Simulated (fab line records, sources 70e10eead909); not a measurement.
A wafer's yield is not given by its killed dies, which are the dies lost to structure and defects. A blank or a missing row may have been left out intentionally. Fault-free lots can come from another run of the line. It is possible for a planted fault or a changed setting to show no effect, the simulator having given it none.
Matching of chambers    flow nandHarc    cmp-03 running NHARC_A_STAIRCASE_CMP_450: 4 sister chambers
The step polishes SiO2, target thk 200 nm. 4 wafers are shown with their chamber, then 7 later ones without.

## WAFERS, EACH WITH ITS CHAMBER
wafer   chamber  motorCurrentA (A)
L081.5  1        11.1
L080.6  3        11.9
L082.1  0        10.3
L082.3  2        11.6

## WAFERS MISSING THEIR CHAMBER
wafer   motorCurrentA (A)
L082.4  11.7
L096.1  11.1
L096.5  10.6
L096.6  12.1
L097.2  11.2
L097.4  11.5
L097.5  13.0

## WHICH CHAMBER EACH WENT THROUGH
wafer   from the rows above                in truth
L082.4  can't be placed: 2 or 3 or 1       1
L096.1  can't be placed: 1 or 2 or 0 or 3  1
L096.5  can't be placed: 0 or 1 or 2       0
L096.6  can't be placed: 3 or 2 or 1       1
L097.2  can't be placed: 1 or 2 or 3 or 0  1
L097.4  can't be placed: 2 or 1 or 3       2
L097.5  can't be placed: 3 or 2 or 1       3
0 of 7 placed correctly. Not placeable from these rows: 7 (in 7, the candidates include the true chamber). 0 placed wrongly.
How it was worked out, from the rows above alone: a wafer's distance from a chamber is the root of the sum, over the readings, of the square of ((its reading less the chamber's mean) divided by the reading's scatter). If the next closest chamber is less than 2 further off than the closest, the wafer can't be placed; otherwise it belongs to the closest. For every chamber, the mean is computed from those of its wafers that are shown. The scatter (one wafer shown for each chamber): square how far every hidden wafer sits from the nearest shown wafer, average those squares and take the square root.
